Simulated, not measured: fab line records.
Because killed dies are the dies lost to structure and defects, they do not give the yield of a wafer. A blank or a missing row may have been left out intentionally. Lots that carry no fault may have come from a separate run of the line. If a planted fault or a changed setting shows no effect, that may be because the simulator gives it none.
Which of the tools did it? / flow n5 finfet / 30 wafers from 10 lots sampled at 5 of the route's 1938 steps

## WHAT THE GAUGES SHOWED, per wafer
N5_WELL_APT_CD_MEAS_25: target cd 200 nm. Usual: 199.2 nm for cd nm, sd 1.3.
lot=L437; measured=day 1 14:58; on=cd sem-03; cd nm (nm)=197.0 198.4 198.1; flag=
lot=L438; measured=day 1 20:40; on=cd sem-01; cd nm (nm)=199.6 200.4 200.0; flag=
lot=L439; measured=day 2 03:09; on=cd sem-01; cd nm (nm)=198.9 199.2 197.0; flag=
lot=L441; measured=day 2 14:48; on=cd sem-03; cd nm (nm)=198.6 197.4 198.2; flag=
lot=L447; measured=day 4 02:49; on=cd sem-03; cd nm (nm)=199.9 199.6 200.2; flag=
lot=L448; measured=day 4 08:42; on=cd sem-02; cd nm (nm)=199.6 200.1 198.8; flag=
lot=L453; measured=day 5 14:46; on=cd sem-03; cd nm (nm)=199.7 197.6 198.2; flag=
lot=L455; measured=day 6 03:07; on=cd sem-03; cd nm (nm)=198.8 199.5 199.7; flag=
lot=L459; measured=day 7 02:56; on=cd sem-02; cd nm (nm)=198.0 199.8 198.1; flag=
lot=L460; measured=day 7 11:07; on=cd sem-01; cd nm (nm)=199.8 202.2 200.0; flag=

N5_BEOL_M4_RC_MEAS_101. Usual: DIBL_N 36.1 mV/V, standard deviation 1.4; DIBL_P 36.3 mV/V, standard deviation 1.4; IOFF_N 0.154 nA/um, standard deviation 0.021; IOFF_P 0.21 nA/um, standard deviation 0.032; ION_N 670 uA/um, standard deviation 8.1; ION_P 461 uA/um, standard deviation 7; SS_N 71.4 mV/dec, standard deviation 0.49; SS_P 73.3 mV/dec, standard deviation 0.5; VT_N 250.4 mV, standard deviation 2.6; VT_P -250 mV, standard deviation 3.7.
lot=L437; measured=day 8 16:52; on=prober-02; DIBL_N (mV/V)=35.2 36.5 34.0; DIBL_P (mV/V)=35.6 37.4 34.8; IOFF_N (nA/um)=0.146 0.168 0.126; IOFF_P (nA/um)=0.18 0.20 0.17; ION_N (uA/um)=664 671 669; ION_P (uA/um)=451 454 453; SS_N (mV/dec)=72.2 72.1 71.1; SS_P (mV/dec)=73.3 74.0 73.0; VT_N (mV)=253.0 251.3 252.2; VT_P (mV)=-256 -255 -253; flag=
lot=L438; measured=day 9 09:17; on=prober-02; DIBL_N (mV/V)=38.2 37.8 36.8; DIBL_P (mV/V)=36.8 37.5 36.2; IOFF_N (nA/um)=0.170 0.172 0.154; IOFF_P (nA/um)=0.20 0.20 0.18; ION_N (uA/um)=676 682 681; ION_P (uA/um)=451 458 465; SS_N (mV/dec)=71.7 71.7 70.8; SS_P (mV/dec)=73.0 73.5 73.3; VT_N (mV)=246.3 248.8 248.1; VT_P (mV)=-252 -254 -254; flag=
lot=L439; measured=day 9 13:38; on=prober-01; DIBL_N (mV/V)=36.2 36.6 38.0; DIBL_P (mV/V)=36.9 38.1 40.1; IOFF_N (nA/um)=0.161 0.170 0.195; IOFF_P (nA/um)=0.19 0.21 0.25; ION_N (uA/um)=672 673 679; ION_P (uA/um)=455 459 464; SS_N (mV/dec)=70.7 71.9 71.2; SS_P (mV/dec)=73.9 74.1 73.9; VT_N (mV)=249.6 250.5 248.4; VT_P (mV)=-253 -256 -248; flag=
lot=L441; measured=day 9 19:14; on=prober-02; DIBL_N (mV/V)=33.3 36.0 34.6; DIBL_P (mV/V)=32.9 35.6 34.2; IOFF_N (nA/um)=0.124 0.170 0.146; IOFF_P (nA/um)=0.22 0.28 0.25; ION_N (uA/um)=664 676 681; ION_P (uA/um)=472 475 480; SS_N (mV/dec)=70.8 71.4 71.1; SS_P (mV/dec)=73.2 73.1 72.8; VT_N (mV)=252.9 246.2 250.2; VT_P (mV)=-244 -242 -241; flag=
lot=L447; measured=day 11 15:20; on=prober-01; DIBL_N (mV/V)=37.1 38.1 36.8; DIBL_P (mV/V)=35.0 36.5 35.5; IOFF_N (nA/um)=0.145 0.171 0.142; IOFF_P (nA/um)=0.19 0.22 0.19; ION_N (uA/um)=661 664 663; ION_P (uA/um)=449 459 458; SS_N (mV/dec)=70.9 71.4 71.2; SS_P (mV/dec)=72.9 73.3 72.8; VT_N (mV)=252.3 250.1 250.8; VT_P (mV)=-252 -250 -254; flag=
lot=L448; measured=day 12 08:41; on=prober-01; DIBL_N (mV/V)=36.6 35.7 35.4; DIBL_P (mV/V)=36.9 36.5 35.8; IOFF_N (nA/um)=0.168 0.154 0.154; IOFF_P (nA/um)=0.25 0.23 0.23; ION_N (uA/um)=666 666 668; ION_P (uA/um)=461 464 461; SS_N (mV/dec)=71.9 71.9 72.2; SS_P (mV/dec)=73.8 73.5 73.0; VT_N (mV)=248.4 250.2 253.2; VT_P (mV)=-245 -249 -250; flag=
lot=L453; measured=day 13 15:44; on=prober-01; DIBL_N (mV/V)=35.6 36.6 34.6; DIBL_P (mV/V)=36.2 37.5 35.9; IOFF_N (nA/um)=0.154 0.183 0.146; IOFF_P (nA/um)=0.19 0.22 0.19; ION_N (uA/um)=669 680 674; ION_P (uA/um)=456 463 461; SS_N (mV/dec)=72.6 71.6 71.4; SS_P (mV/dec)=73.0 73.8 73.3; VT_N (mV)=251.8 248.0 248.0; VT_P (mV)=-252 -251 -252; flag=
lot=L455; measured=day 13 17:42; on=prober-01; DIBL_N (mV/V)=34.7 34.2 35.3; DIBL_P (mV/V)=34.4 34.5 34.9; IOFF_N (nA/um)=0.133 0.122 0.134; IOFF_P (nA/um)=0.17 0.17 0.18; ION_N (uA/um)=656 664 669; ION_P (uA/um)=453 452 459; SS_N (mV/dec)=71.4 71.5 71.7; SS_P (mV/dec)=72.7 72.2 73.5; VT_N (mV)=252.5 252.3 253.1; VT_P (mV)=-254 -253 -252; flag=
lot=L459; measured=day 15 03:52; on=prober-01; DIBL_N (mV/V)=38.4 36.3 37.2; DIBL_P (mV/V)=39.0 36.1 37.6; IOFF_N (nA/um)=0.203 0.148 0.176; IOFF_P (nA/um)=0.27 0.21 0.25; ION_N (uA/um)=669 668 677; ION_P (uA/um)=463 465 469; SS_N (mV/dec)=72.2 71.8 71.7; SS_P (mV/dec)=74.1 73.2 73.3; VT_N (mV)=247.8 252.4 249.6; VT_P (mV)=-246 -250 -245; flag=
lot=L460; measured=day 15 04:57; on=prober-02; DIBL_N (mV/V)=35.5 36.7 36.2; DIBL_P (mV/V)=36.3 37.0 36.6; IOFF_N (nA/um)=0.127 0.152 0.140; IOFF_P (nA/um)=0.17 0.19 0.18; ION_N (uA/um)=664 668 669; ION_P (uA/um)=461 453 455; SS_N (mV/dec)=71.0 71.5 71.4; SS_P (mV/dec)=72.8 72.7 73.2; VT_N (mV)=254.9 252.0 257.7; VT_P (mV)=-257 -251 -257; flag=

## WHAT TOOL EACH LOT RAN ON (gives the tool, then ch and the chambers of the sampled wafers, and finally the start)
lot=L437; N5_ZERO_LAYER_ETCH_18=rie si-03 ch 1,2,3, day 1 12:48; N5_WELL_APT_EXPOSE_05=krf scanner-01 ch 0, day 1 13:34; N5_WELL_APT_EPI_41=epi rpcvd-03 ch 0, day 1 16:21
lot=L438; N5_ZERO_LAYER_ETCH_18=rie si-03 ch 0,1,3, day 1 18:47; N5_WELL_APT_EXPOSE_05=krf scanner-01 ch 0, day 1 19:23; N5_WELL_APT_EPI_41=epi rpcvd-03 ch 0, day 1 21:46
lot=L439; N5_ZERO_LAYER_ETCH_18=rie si-03 ch 0,1,3, day 2 00:55; N5_WELL_APT_EXPOSE_05=krf scanner-01 ch 0, day 2 01:31; N5_WELL_APT_EPI_41=epi rpcvd-03 ch 0, day 2 04:41
lot=L441; N5_ZERO_LAYER_ETCH_18=rie si-05 ch 0,1,3, day 2 12:55; N5_WELL_APT_EXPOSE_05=krf scanner-01 ch 0, day 2 13:31; N5_WELL_APT_EPI_41=epi rpcvd-03 ch 0, day 2 16:02
lot=L447; N5_ZERO_LAYER_ETCH_18=rie si-06 ch 0,2,3, day 4 00:47; N5_WELL_APT_EXPOSE_05=krf scanner-01 ch 0, day 4 01:32; N5_WELL_APT_EPI_41=epi rpcvd-03 ch 0, day 4 04:28
lot=L448; N5_ZERO_LAYER_ETCH_18=rie si-05 ch 1,2,3, day 4 06:47; N5_WELL_APT_EXPOSE_05=krf scanner-01 ch 0, day 4 07:24; N5_WELL_APT_EPI_41=epi rpcvd-04 ch 0, day 4 10:17
lot=L453; N5_ZERO_LAYER_ETCH_18=rie si-06 ch 0,1,3, day 5 12:52; N5_WELL_APT_EXPOSE_05=krf scanner-02 ch 0, day 5 13:28; N5_WELL_APT_EPI_41=epi rpcvd-01 ch 0, day 5 15:58
lot=L455; N5_ZERO_LAYER_ETCH_18=rie si-06 ch 0,2,3, day 6 00:55; N5_WELL_APT_EXPOSE_05=krf scanner-02 ch 0, day 6 01:40; N5_WELL_APT_EPI_41=epi rpcvd-03 ch 0, day 6 04:27
lot=L459; N5_ZERO_LAYER_ETCH_18=rie si-05 ch 0,1,2, day 7 00:47; N5_WELL_APT_EXPOSE_05=krf scanner-02 ch 0, day 7 01:31; N5_WELL_APT_EPI_41=epi rpcvd-04 ch 0, day 7 04:17
lot=L460; N5_ZERO_LAYER_ETCH_18=rie si-03 ch 0,1,2, day 7 07:12; N5_WELL_APT_EXPOSE_05=krf scanner-02 ch 0, day 7 09:28; N5_WELL_APT_EPI_41=epi rpcvd-01 ch 0, day 7 13:56
- N5_ZERO_LAYER_ETCH_18: etches Si in HBr/Cl2, target depth 120 nm, time 40 s.
- N5_WELL_APT_EXPOSE_05: exposes mask NWELL, defocus 0 nm, target cd 200 nm.
- N5_WELL_APT_EPI_41: deposits Si from SiH4/H2, target thk 50 nm, time 297.7 s.

## AS READ BY THE TOOLS THEMSELVES (means over the sampled wafers that have a number; for cases with no such wafer, the mark the record gives instead)
N5_ZERO_LAYER_ETCH_18. Usual: drypump motor current A 5.6 A, standard deviation 0.34; oes product au 1.003 a.u., standard deviation 0.02; rf fwd power W 796.0 W, standard deviation 2.6; throttle valve pct 36.32 %, standard deviation 0.24.
lot=L437; tool=rie si-03; drypump motor current A (A)=5.7; oes product au (a.u.)=0.987; rf fwd power W (W)=795.2; throttle valve pct (%)=36.34; flag=
lot=L438; tool=rie si-03; drypump motor current A (A)=5.6; oes product au (a.u.)=0.986; rf fwd power W (W)=796.6; throttle valve pct (%)=36.48; flag=
lot=L439; tool=rie si-03; drypump motor current A (A)=5.6; oes product au (a.u.)=0.987; rf fwd power W (W)=796.1; throttle valve pct (%)=36.47; flag=
lot=L441; tool=rie si-05; drypump motor current A (A)=5.4; oes product au (a.u.)=1.010; rf fwd power W (W)=798.0; throttle valve pct (%)=36.35; flag=
lot=L447; tool=rie si-06; drypump motor current A (A)=5.9; oes product au (a.u.)=1.010; rf fwd power W (W)=797.5; throttle valve pct (%)=36.29; flag=
lot=L448; tool=rie si-05; drypump motor current A (A)=5.5; oes product au (a.u.)=1.028; rf fwd power W (W)=793.5; throttle valve pct (%)=36.15; flag=
lot=L453; tool=rie si-06; drypump motor current A (A)=5.9; oes product au (a.u.)=1.007; rf fwd power W (W)=793.6; throttle valve pct (%)=36.24; flag=
lot=L455; tool=rie si-06; drypump motor current A (A)=5.9; oes product au (a.u.)=1.011; rf fwd power W (W)=794.6; throttle valve pct (%)=36.30; flag=
lot=L459; tool=rie si-05; drypump motor current A (A)=5.4; oes product au (a.u.)=1.007; rf fwd power W (W)=795.6; throttle valve pct (%)=36.47; flag=
lot=L460; tool=rie si-03; drypump motor current A (A)=5.5; oes product au (a.u.)=1.001; rf fwd power W (W)=796.1; throttle valve pct (%)=36.24; flag=

N5_WELL_APT_EXPOSE_05. Usual: 20.287 for exposure dose mJ cm2, sd 0.025.
lot=L437; tool=krf scanner-01; exposure dose mJ cm2=20.265; flag=
lot=L438; tool=krf scanner-01; exposure dose mJ cm2=20.284; flag=
lot=L439; tool=krf scanner-01; exposure dose mJ cm2=20.286; flag=
lot=L441; tool=krf scanner-01; exposure dose mJ cm2=20.274; flag=
lot=L447; tool=krf scanner-01; exposure dose mJ cm2=19.866; flag=OFF
lot=L448; tool=krf scanner-01; exposure dose mJ cm2=19.979; flag=OFF
lot=L453; tool=krf scanner-02; exposure dose mJ cm2=20.293; flag=
lot=L455; tool=krf scanner-02; exposure dose mJ cm2=20.314; flag=
lot=L459; tool=krf scanner-02; exposure dose mJ cm2=20.253; flag=
lot=L460; tool=krf scanner-02; exposure dose mJ cm2=20.284; flag=

N5_WELL_APT_EPI_41. Usual: 11.32 % for throttle valve pct, sd 0.17.
lot=L437; tool=epi rpcvd-03; throttle valve pct (%)=11.22; flag=
lot=L438; tool=epi rpcvd-03; throttle valve pct (%)=11.20; flag=
lot=L439; tool=epi rpcvd-03; throttle valve pct (%)=11.08; flag=
lot=L441; tool=epi rpcvd-03; throttle valve pct (%)=11.41; flag=
lot=L447; tool=epi rpcvd-03; throttle valve pct (%)=11.22; flag=
lot=L448; tool=epi rpcvd-04; throttle valve pct (%)=11.50; flag=
lot=L453; tool=epi rpcvd-01; throttle valve pct (%)=11.41; flag=
lot=L455; tool=epi rpcvd-03; throttle valve pct (%)=11.24; flag=
lot=L459; tool=epi rpcvd-04; throttle valve pct (%)=11.47; flag=
lot=L460; tool=epi rpcvd-01; throttle valve pct (%)=11.30; flag=

## THE ANSWER, worked out from the rows above alone
Rule: a lot counts as off when the mean over its wafers that have a number is more than 3 standard deviations away from the usual mean. A lot without any number at a reading at which 4 lots or more have one is off too. The other lots that the step has rows for count as sound. The gauges are gone through in route order, then the tools' own readings, and for those a lot's mean is taken as printed above. The first step at which some lot is off is used, and at that step the reading that is off furthest; a lot without a number counts as furthest.
Off: L447, L448 (N5_WELL_APT_EXPOSE_05, exposure dose mJ cm2).
A tool fits if, at that step or a process step before it, it ran every lot that is off, and no sound lot after the first of them. One fits: krf scanner-01 at N5_WELL_APT_EXPOSE_05. Its last sound lot is L441 (day 2 13:31), its first lot that is off L447 (day 4 01:32): a fault that began between those two fits.
The tool's own readings at N5_WELL_APT_EXPOSE_05 bear it out: on the lots that are off they differ by more than 5 times the standard deviation of the sound lots' means. exposure dose mJ cm2 reads 19.922 there against 20.282 on the sound lots.

## WHAT WAS PUT IN BY THE SIMULATOR
Drift in process parameters on krf scanner-01 at N5_WELL_APT_EXPOSE_05, starting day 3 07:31. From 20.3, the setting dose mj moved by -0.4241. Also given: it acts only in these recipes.
Lots struck among those shown: L447, L448. This agrees with what the rule above found.
